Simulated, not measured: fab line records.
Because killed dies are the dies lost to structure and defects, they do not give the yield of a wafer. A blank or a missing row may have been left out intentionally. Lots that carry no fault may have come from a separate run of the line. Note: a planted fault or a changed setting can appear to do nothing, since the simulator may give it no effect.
Chamber matching -- flow n5_finfet -- N5_BEOL_M7_CMP_52 on cmp-01 has 4 sister chambers
The step polishes, stops on SiCOH lowk, t overpolish 6.9 s, target thk 80 nm. 22 wafers are shown with their chamber, then 11 later ones without.

WAFERS, EACH WITH ITS CHAMBER
wafer,chamber,motor_current_A (A),overpolish_run_s (s),time_to_endpoint_s (s)
L077.4,0,5.9,6.894,60
L077.5,0,5.6,6.900,63
L077.6,3,5.9,6.903,59
L080.2,2,6.5,6.901,56
L080.4,1,5.7,6.898,59
L080.5,3,5.9,6.889,59
L082.1,3,5.8,6.902,61
L082.2,2,6.8,6.898,63
L082.6,2,6.3,6.902,62
L083.4,1,6.0,6.910,63
L083.5,3,5.9,6.907,59
L083.6,0,5.8,6.866,61
L088.1,1,6.1,6.917,63
L088.3,2,7.0,6.905,63
L088.4,3,5.7,6.887,62
L091.1,2,6.6,6.893,64
L091.3,1,6.1,6.909,63
L091.6,2,6.5,6.906,64
L090.1,3,6.0,6.887,62
L090.2,1,6.0,6.905,65
L090.3,0,5.5,6.911,65
L092.1,2,6.5,6.897,64

SIGNATURES (averages over the wafers above)
reading,chamber 0,chamber 1,chamber 2,chamber 3,scatter within a chamber
motor_current_A,5.700,5.980,6.600,5.867,0.18
overpolish_run_s,6.89275,6.90780,6.90029,6.89583,0.0101
time_to_endpoint_s,62.25,62.60,62.29,60.33,2.29
Rule: a wafer lies at a distance from a chamber equal to the root of the sum of squares, over the readings, of (its reading less the chamber's mean, divided by the reading's scatter). If the next closest chamber is less than 2 further off than the closest, the wafer can't be placed; otherwise it belongs to the closest. The scatter: take each reading less its chamber's mean, square it, sum over the shown wafers, divide by the number of wafers less the number of chambers, and take the root.

WAFERS WITHOUT THEIR CHAMBER
wafer,motor_current_A (A),overpolish_run_s (s),time_to_endpoint_s (s)
L092.4,5.4,6.891,64
L092.5,6.4,6.906,67
L093.1,5.6,6.907,64
L093.4,5.6,6.896,60
L093.6,5.7,6.892,63
L094.2,5.5,6.898,63
L094.3,5.8,6.904,64
L094.6,6.8,6.903,64
L095.2,5.8,6.911,59
L095.4,5.8,6.894,63
L095.5,5.9,6.913,60

CHAMBER TAKEN BY EACH
wafer,from the rows above,in truth
L092.4,can't be placed: 0 or 3 or 1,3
L092.5,can't be placed: 2 or 1 or 3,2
L093.1,can't be placed: 0 or 1 or 3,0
L093.4,can't be placed: 0 or 3 or 1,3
L093.6,can't be placed: 0 or 3 or 1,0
L094.2,can't be placed: 0 or 3 or 1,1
L094.3,can't be placed: 1 or 0 or 3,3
L094.6,2,2
L095.2,can't be placed: 3 or 1 or 0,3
L095.4,can't be placed: 0 or 3 or 1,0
L095.5,can't be placed: 1 or 3 or 0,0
Placed correctly: 1 of 11. Cannot be placed on the basis of these rows: 10; the candidates contain the true chamber in 10. 0 placed wrongly.
